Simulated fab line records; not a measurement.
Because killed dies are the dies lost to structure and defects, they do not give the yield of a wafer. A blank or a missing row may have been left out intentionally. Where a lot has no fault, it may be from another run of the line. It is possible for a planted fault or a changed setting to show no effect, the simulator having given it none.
fab line records + flow n5Finfet
[record]
- lots = 11
- wafers = 28
- lastDay = 19
route steps=1938 shown SDB@359 HKMG_FIN@390 BEOL_M4@1111 PASSIVATION@1936
lots untouched by any fault: they come from a run of this same line in which no faults occurred
startH: start of the lot's first displayed wafer, in hours after the record's first day + waitH: hours elapsed since this lot's preceding step + " identical to the entry in the row above + L1.1+2: several wafers, shown together as one row + - no value present, or no start provided + * or withheld: withheld + < > ~ a bound
route shown NAME@n: names a module that has steps shown in the file, with the first one's number in the route + usual: mean and standard deviation over wafers with no fault + same: alike in all rows + chamber/n: place in a boat + sites: per-site readings + _std_site: the values' standard deviation + _edge_site: the outer-site mean with the inner-site mean subtracted + radiusMm: for every site, how far away it sits from the centre of the wafer + mask NAME#n: copy n + behind: the tool/chamber that last shaped the wafer + hold: why the lot went on hold/how many hours it stayed there/how the hold came to an end + device: transistor that didn't switch, given as n, p or np + end of line: the same wafers' tests at the end of the route + a step given without rows: its recipe and nothing more + killed: dies lost to structure and defects at the first sort, not the wafer's yield + map: a wafer's dies, x killed, . not, _ none there
set.NAME: setting as actually run; set.NAME@STEP: the setting as run at that earlier step + model.NAME: the simulator's own value behind a step, which no gauge read
steps of the route over a sample of lots; a table a step, a row a wafer
services: the hour from which a tool's chamber was out of use, counted from the record's first day as startH (under 0 if before that day), plus the number of hours and why
[[steps]]
[step N5_SDB_DESCUM_16]
[recipe]
- chemistry = O2
- timeS = 7.9
- sourcePowerW = 50
- biasPowerW = 20
- pressureMtorr = 20
- rfFrequencyHz = 2.712e+07
- tempC = 40
- resist = CAR-ArF
- o2FlowSccm = 225
[usual]
- chamberPressureMTorr = 20.001/0.019
- drypumpMotorCurrentA = 5.6/0.41
- oesProductAu = 0.78/0.091
- rfVppV = 243.3/1.3
- showerheadPlenumPTorr = 2.10/0.073
- tempC = 39.99/0.11
- throttleValvePct = 20.45/0.23
| lot.wafer | tool       | chamber | startH | waitH | chamberPressureMTorr | drypumpMotorCurrentA | oesProductAu | rfHoursCounterH | rfVppV | showerheadPlenumPTorr | tempC | throttleValvePct |
|-----------|------------|---------|--------|-------|----------------------|----------------------|--------------|-----------------|--------|-----------------------|-------|------------------|
| L206.3    | rieDiel-03 | 0       | 73.92  | 0.0   | 19.981               | 5.0                  | 0.92         | 5               | 244.7  | 2.13                  | 40.00 | 20.26            |
| L206.4    | "          | 1       | "      | "     | 19.980               | 5.8                  | 0.70         | 184             | 241.9  | 2.07                  | 40.04 | 20.12            |
| L208.1    | rieDiel-02 | 2       | 93.50  | 0.2   | 19.991               | 5.3                  | 0.81         | 89              | 244.8  | 2.23                  | 39.90 | 20.39            |
| L208.5    | "          | 1       | "      | "     | 19.998               | 5.5                  | 0.73         | -               | 242.3  | 2.08                  | 40.01 | 20.73            |
| L210.1    | rieDiel-03 | 0       | 102.22 | 0.2   | 20.002               | 5.0                  | 0.89         | 14              | 243.2  | 2.13                  | 39.99 | 20.28            |
| L210.2    | "          | 1       | "      | "     | 20.028               | 5.8                  | 0.70         | 194             | 244.7  | 2.07                  | 40.11 | 20.12            |
| L210.3    | "          | 2       | "      | "     | 20.011               | 5.2                  | 0.75         | 157             | 241.2  | 2.01                  | 40.07 | 20.73            |
| L213.1    | rieDiel-04 | 1       | 114.37 | 0.1   | 20.016               | 5.7                  | 0.78         | 159             | 243.6  | 2.07                  | 40.01 | 20.32            |
| L213.2    | "          | 0       | "      | "     | 19.980               | 5.8                  | 0.71         | 187             | 244.0  | 2.18                  | 39.99 | 20.37            |
| L213.5    | "          | 1       | "      | "     | 19.958               | 5.7                  | 0.78         | -               | 243.8  | 2.07                  | 40.04 | 20.33            |
| L218.1    | rieDiel-03 | 0       | 145.99 | 0.8   | 19.967               | 5.0                  | 0.85         | 30              | 243.0  | 2.12                  | 39.94 | 20.30            |
| L218.5    | "          | 0       | "      | "     | 19.990               | 5.0                  | 0.85         | -               | 243.4  | 2.12                  | 40.09 | 20.31            |
| L221.1    | rieDiel-02 | 0       | 163.39 | 0.3   | 19.986               | 6.3                  | 0.84         | 74              | 244.4  | 2.13                  | 39.86 | 20.80            |
| L221.2    | "          | 3       | "      | "     | 20.009               | 5.7                  | 0.99         | 1               | 242.4  | 2.08                  | 40.00 | 20.34            |
| L221.4    | "          | 2       | "      | "     | 20.022               | 5.2                  | 0.78         | 115             | 244.8  | 2.22                  | 40.04 | 20.42            |
| L224.1    | rieDiel-04 | 3       | 182.32 | 0.1   | 19.990               | 6.0                  | 0.93         | 20              | 244.3  | 2.14                  | 39.99 | 20.46            |
| L224.3    | "          | 2       | "      | "     | 19.972               | 6.2                  | 0.97         | 5               | 245.2  | 2.24                  | 40.29 | 20.25            |
| L225.1    | rieDiel-03 | 3       | 187.38 | 0.0   | 20.007               | 4.8                  | 0.95         | 11              | 246.2  | 2.21                  | 40.01 | 20.03            |
| L225.2    | "          | 2       | "      | "     | 19.995               | 5.2                  | 0.73         | 186             | 240.9  | 2.00                  | 39.84 | 20.77            |
| L225.5    | "          | 2       | "      | "     | 19.977               | 5.2                  | 0.73         | -               | 239.8  | 2.00                  | 39.87 | 20.78            |
| L226.1    | rieDiel-04 | 1       | 193.44 | 0.1   | 20.011               | 5.7                  | 0.76         | 184             | 243.5  | 2.06                  | 39.96 | 20.38            |
| L226.5    | "          | 0       | "      | "     | 19.978               | 5.8                  | 0.68         | -               | 242.3  | 2.17                  | 40.11 | 20.41            |
| L226.6    | "          | 1       | "      | "     | 20.025               | 5.7                  | 0.76         | -               | 242.8  | 2.06                  | 40.04 | 20.39            |
| L227.3    | rieDiel-04 | 3       | 201.82 | 0.2   | 20.008               | 6.0                  | 0.91         | 26              | 243.1  | 2.14                  | 39.96 | 20.45            |
| L227.5    | "          | 1       | "      | "     | 20.017               | 5.7                  | 0.76         | -               | 242.7  | 2.06                  | 39.95 | 20.38            |
| L227.6    | "          | 2       | "      | "     | 20.011               | 6.2                  | 0.95         | -               | 243.8  | 2.24                  | 39.99 | 20.28            |
| L228.1    | rieDiel-04 | 3       | 206.10 | 0.0   | 20.041               | 6.0                  | 0.91         | 27              | 244.0  | 2.14                  | 39.90 | 20.44            |
| L228.4    | "          | 1       | "      | "     | 19.992               | 5.7                  | 0.76         | 188             | 243.0  | 2.05                  | 39.81 | 20.40            |
[step N5_SDB_INSPECT_36]
[recipe]
- inspectInstrument = darkfield
- mode = postCmp
[usual]
- rawDefectCount = 39/15
| lot.wafer | tool             | chamber | startH | waitH | rawDefectCount |
|-----------|------------------|---------|--------|-------|----------------|
| L206.3    | defectInspect-01 | -       | 77.77  | 0.0   | 77             |
| L206.4    | "                | -       | "      | "     | 47             |
| L208.1    | defectInspect-01 | -       | 97.73  | 0.0   | 24             |
| L208.5    | "                | -       | "      | "     | 20             |
| L210.1    | defectInspect-02 | -       | 106.18 | 0.0   | 13             |
| L210.2    | "                | -       | "      | "     | 33             |
| L210.3    | "                | -       | "      | "     | 61             |
| L213.1    | defectInspect-01 | -       | 118.25 | 0.0   | 41             |
| L213.2    | "                | -       | "      | "     | 23             |
| L213.5    | "                | -       | "      | "     | 37             |
| L218.1    | defectInspect-01 | -       | 150.68 | 0.0   | 57             |
| L218.5    | "                | -       | "      | "     | 56             |
| L221.1    | defectInspect-01 | -       | 167.87 | 0.0   | 48             |
| L221.2    | "                | -       | "      | "     | 60             |
| L221.4    | "                | -       | "      | "     | 41             |
| L224.1    | defectInspect-02 | -       | 186.47 | 0.0   | 40             |
| L224.3    | "                | -       | "      | "     | 35             |
| L225.1    | defectInspect-02 | -       | 191.39 | 0.0   | 46             |
| L225.2    | "                | -       | "      | "     | 24             |
| L225.5    | "                | -       | "      | "     | 19             |
| L226.1    | defectInspect-02 | -       | 197.30 | 0.0   | 42             |
| L226.5    | "                | -       | "      | "     | 31             |
| L226.6    | "                | -       | "      | "     | 41             |
| L227.3    | defectInspect-01 | -       | 206.17 | 0.0   | 17             |
| L227.5    | "                | -       | "      | "     | 26             |
| L227.6    | "                | -       | "      | "     | 27             |
| L228.1    | defectInspect-01 | -       | 210.00 | 0.0   | 22             |
| L228.4    | "                | -       | "      | "     | 43             |
[step N5_HKMG_FIN_COAT_41]
[recipe]
- resist = SOC
- tempC = 250
- timeS = 60
- spinRpm = 1500
- resistThkNm = 300
[usual]
- chillPlateTempC = 22.99/0.096
- heaterPowerTotalW = 500.2/1.8
- plateTempC = 250.02/0.16
- resistLineTempC = 23.00/0.11
| lot.wafer | tool          | chamber | startH | waitH | chillPlateTempC | heaterPowerTotalW | plateTempC | resistLineTempC |
|-----------|---------------|---------|--------|-------|-----------------|-------------------|------------|-----------------|
| L206.3    | lithoTrack-02 | 0       | 78.93  | -     | 22.93           | 501.6             | 250.12     | 22.87           |
| L206.4    | "             | 0       | "      | "     | 22.88           | 498.4             | 250.02     | 23.06           |
| L208.1    | lithoTrack-04 | 0       | 98.92  | -     | 23.00           | 500.3             | 249.64     | 23.08           |
| L208.5    | "             | 0       | "      | "     | 23.01           | 502.5             | 249.86     | 23.06           |
| L210.1    | lithoTrack-02 | 0       | 107.39 | -     | 23.15           | 825.2             | 264.78     | 23.06           |
| L210.2    | "             | 0       | "      | "     | 23.15           | 825.7             | 264.65     | 22.93           |
| L210.3    | "             | 0       | "      | "     | 23.04           | 826.4             | 264.62     | 22.86           |
| L213.1    | lithoTrack-02 | 0       | 119.44 | -     | 23.05           | 826.6             | 264.60     | 23.07           |
| L213.2    | "             | 0       | "      | "     | 23.10           | 824.8             | 264.47     | 22.85           |
| L213.5    | "             | 0       | "      | "     | 23.08           | 824.3             | 264.59     | 23.10           |
| L218.1    | lithoTrack-01 | 0       | 152.06 | -     | 22.95           | 501.5             | 250.13     | 23.10           |
| L218.5    | "             | 0       | "      | "     | 23.05           | 502.0             | 249.84     | 22.97           |
| L221.1    | lithoTrack-04 | 0       | 169.04 | -     | 23.09           | 500.8             | 250.21     | 22.98           |
| L221.2    | "             | 0       | "      | "     | 23.17           | 501.9             | 250.01     | 23.16           |
| L221.4    | "             | 0       | "      | "     | 22.99           | 498.9             | 249.93     | 23.08           |
| L224.1    | lithoTrack-02 | 0       | 187.78 | -     | 22.97           | 499.2             | 250.05     | 22.90           |
| L224.3    | "             | 0       | "      | "     | 22.83           | 497.7             | 250.20     | 22.97           |
| L225.1    | lithoTrack-01 | 0       | 192.55 | -     | 23.08           | 498.8             | 249.86     | 22.77           |
| L225.2    | "             | 0       | "      | "     | 23.15           | 500.5             | 249.69     | 22.81           |
| L225.5    | "             | 0       | "      | "     | 23.10           | 501.2             | 250.17     | 22.69           |
| L226.1    | lithoTrack-02 | 0       | 198.55 | -     | 22.80           | 500.6             | 249.95     | 22.91           |
| L226.5    | "             | 0       | "      | "     | 22.94           | 501.0             | 250.09     | 23.01           |
| L226.6    | "             | 0       | "      | "     | 22.92           | 502.4             | 249.64     | 23.10           |
| L227.3    | lithoTrack-01 | 0       | 207.33 | -     | 23.05           | 498.5             | 250.14     | 23.05           |
| L227.5    | "             | 0       | "      | "     | 22.90           | 500.2             | 250.10     | 23.03           |
| L227.6    | "             | 0       | "      | "     | 22.98           | 502.2             | 250.04     | 23.00           |
| L228.1    | lithoTrack-01 | 0       | 211.46 | -     | 23.02           | 503.2             | 249.92     | 22.88           |
| L228.4    | "             | 0       | "      | "     | 22.90           | 500.7             | 250.17     | 22.79           |
[step N5_HKMG_FIN_OVL_MEAS_50]
[recipe]
- pointsPerWafer = 44
[usual]
- NDIPOLE_OVL = -0.2/0.63
| lot.wafer | tool       | chamber | startH | waitH | NDIPOLE_OVL[nm] |
|-----------|------------|---------|--------|-------|-----------------|
| L206.3    | overlay-01 | 0       | 79.33  | 0.0   | -0.6            |
| L206.4    | "          | 0       | "      | "     | -1.0            |
| L208.1    | overlay-02 | 0       | 99.32  | 0.0   | -0.8            |
| L208.5    | "          | 0       | "      | "     | -0.2            |
| L210.1    | overlay-01 | 0       | 107.79 | 0.0   | -0.8            |
| L210.2    | "          | 0       | "      | "     | 0.5             |
| L210.3    | "          | 0       | "      | "     | -0.3            |
| L213.1    | overlay-01 | 0       | 119.72 | 0.0   | 0.2             |
| L213.2    | "          | 0       | "      | "     | 0.5             |
| L213.5    | "          | 0       | "      | "     | 0.2             |
| L218.1    | overlay-02 | 0       | 152.46 | 0.0   | -0.4            |
| L218.5    | "          | 0       | "      | "     | -0.5            |
| L221.1    | overlay-02 | 0       | 169.44 | 0.0   | 0.3             |
| L221.2    | "          | 0       | "      | "     | 0.3             |
| L221.4    | "          | 0       | "      | "     | -0.6            |
| L224.1    | overlay-01 | 0       | 188.18 | 0.0   | -1.1            |
| L224.3    | "          | 0       | "      | "     | -0.4            |
| L225.1    | overlay-02 | 0       | 192.95 | 0.0   | -0.5            |
| L225.2    | "          | 0       | "      | "     | 0.1             |
| L225.5    | "          | 0       | "      | "     | -0.2            |
| L226.1    | overlay-02 | 0       | 198.95 | 0.0   | -0.6            |
| L226.5    | "          | 0       | "      | "     | -0.8            |
| L226.6    | "          | 0       | "      | "     | 0.2             |
| L227.3    | overlay-02 | 0       | 207.73 | 0.0   | 0.0             |
| L227.5    | "          | 0       | "      | "     | -0.1            |
| L227.6    | "          | 0       | "      | "     | 0.7             |
| L228.1    | overlay-02 | 0       | 211.86 | 0.0   | -0.7            |
| L228.4    | "          | 0       | "      | "     | -0.5            |
[step N5_BEOL_M4_RC_MEAS_101]
[usual]
- DIBL_N = 36.4/2.2
- DIBL_P = 36.3/2.5
- IOFF_N = 0.17/0.052
- IOFF_P = 0.23/0.049
- ION_N = 674/17
- ION_P = 464/11
- SS_N = 71.7/0.98
- SS_P = 73.3/0.84
- VT_N = 250/4
- VT_P = -249/3.8
| lot.wafer | tool      | chamber | startH | waitH | DIBL_N[mV/V] | DIBL_P[mV/V] | IOFF_N[nA/um] | IOFF_P[nA/um] | ION_N[uA/um] | ION_P[uA/um] | SS_N[mV/dec] | SS_P[mV/dec] | VT_N[mV] | VT_P[mV] |
|-----------|-----------|---------|--------|-------|--------------|--------------|---------------|---------------|--------------|--------------|--------------|--------------|----------|----------|
| L206.3    | prober-01 | 0       | 186.41 | 0.3   | 36.5         | 36.3         | 0.15          | 0.22          | 686          | 466          | 71.0         | 72.7         | 247      | -249     |
| L206.4    | "         | 0       | "      | "     | 34.8         | 33.8         | 0.11          | 0.18          | 627          | 440          | 71.2         | 73.0         | 259      | -257     |
| L208.1    | prober-02 | 0       | 228.12 | 0.0   | 37.2         | 36.4         | 0.19          | 0.25          | 657          | 448          | 73.0         | 74.4         | 248      | -247     |
| L208.5    | "         | 0       | "      | "     | 38.7         | 39.8         | 0.22          | 0.33          | 654          | 455          | 72.3         | 75.3         | 247      | -245     |
| L210.1    | prober-01 | 0       | 256.79 | 0.0   | 34.1         | 32.0         | 0.11          | 0.18          | 652          | 460          | 71.0         | 72.5         | 257      | -249     |
| L210.2    | "         | 0       | "      | "     | 35.5         | 34.3         | 0.14          | 0.22          | 664          | 463          | 70.7         | 73.3         | 252      | -246     |
| L210.3    | "         | 0       | "      | "     | 36.1         | 34.7         | 0.15          | 0.22          | 656          | 461          | 71.5         | 73.7         | 251      | -247     |
| L213.1    | prober-01 | 0       | 259.17 | 0.0   | 33.6         | 34.8         | 0.13          | 0.18          | 650          | 443          | 72.0         | 73.4         | 253      | -252     |
| L213.2    | "         | 0       | "      | "     | 34.4         | 35.8         | 0.15          | 0.20          | 683          | 464          | 72.2         | 73.1         | 248      | -250     |
| L213.5    | "         | 0       | "      | "     | 34.4         | 36.2         | 0.14          | 0.22          | 651          | 454          | 71.8         | 73.4         | 253      | -252     |
| L218.1    | prober-02 | 0       | 284.41 | 0.0   | 37.6         | 37.1         | 0.18          | 0.23          | 681          | 466          | 70.9         | 73.2         | 247      | -250     |
| L218.5    | "         | 0       | "      | "     | 43.4         | 42.4         | 0.33          | 0.33          | 675          | 454          | 74.1         | 74.4         | 241      | -248     |
| L224.1    | prober-02 | 0       | 317.45 | 0.0   | 36.8         | 36.9         | 0.18          | 0.24          | 689          | 468          | 71.7         | 72.9         | 245      | -248     |
| L224.3    | "         | 0       | "      | "     | 38.1         | 38.4         | 0.19          | 0.25          | 679          | 463          | 72.0         | 73.9         | 246      | -245     |
| L221.1    | prober-01 | 0       | 321.84 | 0.0   | 38.8         | 38.8         | 0.24          | 0.27          | 700          | 478          | 71.9         | 74.3         | 243      | -243     |
| L221.2    | "         | 0       | "      | "     | 38.0         | 36.3         | 0.21          | 0.22          | 649          | 447          | 73.6         | 74.4         | 248      | -251     |
| L221.4    | "         | 0       | "      | "     | 38.1         | 37.9         | 0.20          | 0.25          | 688          | 467          | 72.5         | 73.7         | 245      | -247     |
| L225.1    | prober-01 | 0       | 326.37 | 0.0   | 33.2         | 33.6         | 0.11          | 0.17          | 667          | 459          | 70.6         | 71.8         | 252      | -249     |
| L225.2    | "         | 0       | "      | "     | 37.1         | 37.4         | 0.18          | 0.23          | 695          | 472          | 72.1         | 72.9         | 244      | -244     |
| L225.5    | "         | 0       | "      | "     | 35.7         | 35.1         | 0.15          | 0.18          | 659          | 451          | 70.6         | 72.5         | 251      | -252     |
| L226.1    | prober-02 | 0       | 331.96 | 0.0   | 35.2         | 34.1         | 0.15          | 0.20          | 683          | 464          | 71.3         | 72.3         | 249      | -251     |
| L226.5    | "         | 0       | "      | "     | 35.0         | 34.6         | 0.14          | 0.20          | 675          | 466          | 71.2         | 72.1         | 251      | -250     |
| L226.6    | "         | 0       | "      | "     | 36.6         | 36.3         | 0.17          | 0.23          | 689          | 470          | 72.5         | 73.7         | 249      | -249     |
| L227.3    | prober-01 | 0       | 348.84 | 0.3   | 35.3         | 35.1         | 0.15          | 0.21          | 679          | 470          | 71.6         | 73.5         | 252      | -248     |
| L227.5    | "         | 0       | "      | "     | 37.2         | 37.3         | 0.19          | 0.24          | 687          | 470          | 71.8         | 73.9         | 247      | -249     |
| L227.6    | "         | 0       | "      | "     | 32.0         | 30.7         | 0.11          | 0.16          | 676          | 470          | 69.8         | 72.2         | 255      | -253     |
| L228.1    | prober-01 | 0       | 349.46 | 0.7   | 33.5         | 34.5         | 0.12          | 0.19          | 652          | 459          | 71.2         | 72.9         | 255      | -249     |
| L228.4    | "         | 0       | "      | "     | 34.1         | 34.9         | 0.14          | 0.20          | 674          | 470          | 70.4         | 71.8         | 248      | -249     |
[step N5_PASSIVATION_PROBE_49]
[usual]
- defectLimitedYield = 91.2/1.4
- killed_at_M0_to_M3 = 34/9.3
- killed_at_M4_up = 14/5.9
- killedAtContacts = 14/5.7
- killedAtFrontEnd = 38/10
- killedAtOther = 4/3.2
- killedDies = 104/17
- killedOpen = 67/13
- killedShort = 33/6.9
- sort_bin_5_function = 5.2/1
- sort_bin_6_memory = 3.3/0.61
- sort_bin_8_speed = 0.3/1.8
- sortNPass = 1069/52
- sortYieldPct = 91/4.4
[same]
- grossDies = 1180
- killedAtBackSide = 0
- sort_bin_4_leakage[%] = 0
| lot.wafer | tool      | chamber | startH | waitH | defectLimitedYield[%] | killed_at_M0_to_M3 | killed_at_M4_up | killedAtContacts | killedAtFrontEnd | killedAtOther | killedDies | killedOpen | killedShort | sort_bin_5_function[%] | sort_bin_6_memory[%] | sort_bin_8_speed[%] | sortNPass | sortYieldPct[%] |
|-----------|-----------|---------|--------|-------|-----------------------|--------------------|-----------------|------------------|------------------|---------------|------------|------------|-------------|------------------------|----------------------|---------------------|-----------|-----------------|
| L210.3    | prober-01 | -       | 363.31 | 0.1   | 88.6                  | 31                 | 23              | 49               | 30               | 2             | 135        | 79         | 28          | 7.3                    | 3.9                  | 0                   | 1045      | 89              |
// killed by level:class
L210.3 MOL_CONTACT_COAG:areaEtch=25 MOL_CONTACT_COAG:geometricParticle:open=20 BEOL_M4:geometricParticle:open=13 FIN_SAQP:geometricParticle:open=8 FIN_SAQP:geometricParticle:short=6 BEOL_M0_SAQP:geometricParticle:short=6 BEOL_M0:geometricParticle:open=6 BEOL_M2:geometricParticle:open=6
[[services]]
| tool          | chamber | startH | hours | kind                         |
|---------------|---------|--------|-------|------------------------------|
| rieDiel-02    | 1       | 52.92  | 1.5   | repair                       |
| rieDiel-04    | 0       | 57.66  | 4.1   | repair                       |
| rieDiel-02    | 0       | 73.23  | 5.6   | repair                       |
| rieDiel-02    | 0       | 82.78  | 5.5   | repair                       |
| rieDiel-04    | 0       | 98.94  | 4.2   | repair                       |
| lithoTrack-02 | -       | 115.96 | -     | consumableReplace:filter     |
| rieDiel-04    | 3       | 118.34 | -     | clean                        |
| rieDiel-04    | 3       | 118.34 | -     | consumableReplace:focusRing  |
| rieDiel-04    | 3       | 118.34 | 17.5  | scheduledDown                |
| rieDiel-04    | 3       | 118.34 | 17.5  | ventCycle                    |
| rieDiel-03    | 3       | 134.34 | -     | clean                        |
| rieDiel-03    | 3       | 134.34 | -     | consumableReplace:focusRing  |
| rieDiel-03    | 3       | 134.34 | -     | consumableReplace:showerhead |
| rieDiel-03    | 3       | 134.34 | 23.1  | scheduledDown                |
| rieDiel-03    | 3       | 134.34 | 23.1  | ventCycle                    |
| rieDiel-04    | 2       | 135.83 | -     | clean                        |
| rieDiel-04    | 2       | 135.83 | -     | consumableReplace:focusRing  |
| rieDiel-04    | 2       | 135.83 | -     | consumableReplace:showerhead |
| rieDiel-04    | 2       | 135.83 | 27.6  | scheduledDown                |
| rieDiel-04    | 2       | 135.83 | 27.6  | ventCycle                    |
| rieDiel-02    | 3       | 140.88 | -     | clean                        |
| rieDiel-02    | 3       | 140.88 | -     | consumableReplace:focusRing  |
| rieDiel-04    | 0       | 148.13 | 4.3   | repair                       |
| rieDiel-03    | 0       | 201.11 | 2.7   | repair                       |
[[key]]
[firstSign]
- step = N5_HKMG_FIN_COAT_41
- reading = heaterPowerTotalW
- direction = up
- sigmas = 99+
- usual = *
- struck = *
[effect]
- step = N5_HKMG_FIN_COAT_41
- reading = plateTempC
- direction = up
- sigmas = 92
- usual = *
- struck = *
metAt N5_HKMG_FIN_COAT_41
struckLots L210,L213
[baselineLoss]
- step = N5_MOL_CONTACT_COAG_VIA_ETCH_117
- wafers = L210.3
notActingAt N5_SDB_DESCUM_16,N5_SDB_INSPECT_36,N5_HKMG_FIN_OVL_MEAS_50
onsetBetween 78.93 107.39
[fault]
- kind = processParameterDrift
- tool = lithoTrack-02
- chamber = -
- onsetH = 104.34
- steps = N5_HKMG_FIN_COAT_41
- channel = tempC
- offset = *
- shape = step
- endH = 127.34
- actsIn = *
- stated = *
// baselineLoss: these wafers lose ten dies or more at that step, a loss of the line's own and not of a fault; the sort's usual values leave them out
